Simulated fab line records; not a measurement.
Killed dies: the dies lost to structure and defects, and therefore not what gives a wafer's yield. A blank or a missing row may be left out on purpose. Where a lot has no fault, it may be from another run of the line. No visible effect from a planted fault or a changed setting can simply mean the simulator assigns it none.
Matching of chambers :: flow n5_finfet :: rie_diel-04 running N5_BEOL_M1_VIA_ETCH_34: 4 sister chambers
The step etches the open film in C4F6/O2, target depth 67.8 nm, time 64.4 s. 4 wafers are shown with their chamber, then 11 later ones without.

## WAFERS, EACH WITH ITS CHAMBER
wafer: L084.3
chamber: 0
drypump_motor_current_A (A): 5.1

wafer: L086.5
chamber: 2
drypump_motor_current_A (A): 5.6

wafer: L086.6
chamber: 1
drypump_motor_current_A (A): 5.9

wafer: L087.3
chamber: 3
drypump_motor_current_A (A): 5.7

## WAFERS WHOSE CHAMBER IS MISSING
wafer: L087.4
drypump_motor_current_A (A): 5.6

wafer: L087.5
drypump_motor_current_A (A): 5.1

wafer: L090.3
drypump_motor_current_A (A): 5.7

wafer: L090.4
drypump_motor_current_A (A): 5.1

wafer: L090.5
drypump_motor_current_A (A): 5.8

wafer: L095.1
drypump_motor_current_A (A): 5.8

wafer: L095.3
drypump_motor_current_A (A): 5.1

wafer: L095.6
drypump_motor_current_A (A): 5.1

wafer: L096.2
drypump_motor_current_A (A): 5.7

wafer: L096.5
drypump_motor_current_A (A): 5.1

wafer: L096.6
drypump_motor_current_A (A): 5.8

## THE CHAMBER EACH PASSED THROUGH
wafer: L087.4
from the rows above: can't be placed: 2 or 3
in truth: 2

wafer: L087.5
from the rows above: 0
in truth: 0

wafer: L090.3
from the rows above: can't be placed: 3 or 2
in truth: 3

wafer: L090.4
from the rows above: 0
in truth: 0

wafer: L090.5
from the rows above: can't be placed: 3 or 1 or 2
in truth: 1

wafer: L095.1
from the rows above: can't be placed: 3 or 1 or 2
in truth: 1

wafer: L095.3
from the rows above: 0
in truth: 0

wafer: L095.6
from the rows above: 0
in truth: 0

wafer: L096.2
from the rows above: can't be placed: 3 or 2
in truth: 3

wafer: L096.5
from the rows above: 0
in truth: 0

wafer: L096.6
from the rows above: can't be placed: 3 or 1 or 2
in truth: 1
Correct placement for 5 of the 11. Can't be placed from these rows: 6 (the true chamber is among the candidates in 6). Number placed wrongly: 0.
How it was worked out, from the rows above alone: a wafer's distance from a chamber is the root of the sum, over the readings, of the square of ((its reading less the chamber's mean) divided by the reading's scatter). If the next closest chamber is less than 2 further off than the closest, the wafer can't be placed; otherwise it belongs to the closest. Each chamber's mean is taken over the wafers shown for it. The scatter: root of mean squared gap, hidden wafer to nearest shown wafer, with one shown wafer a chamber.
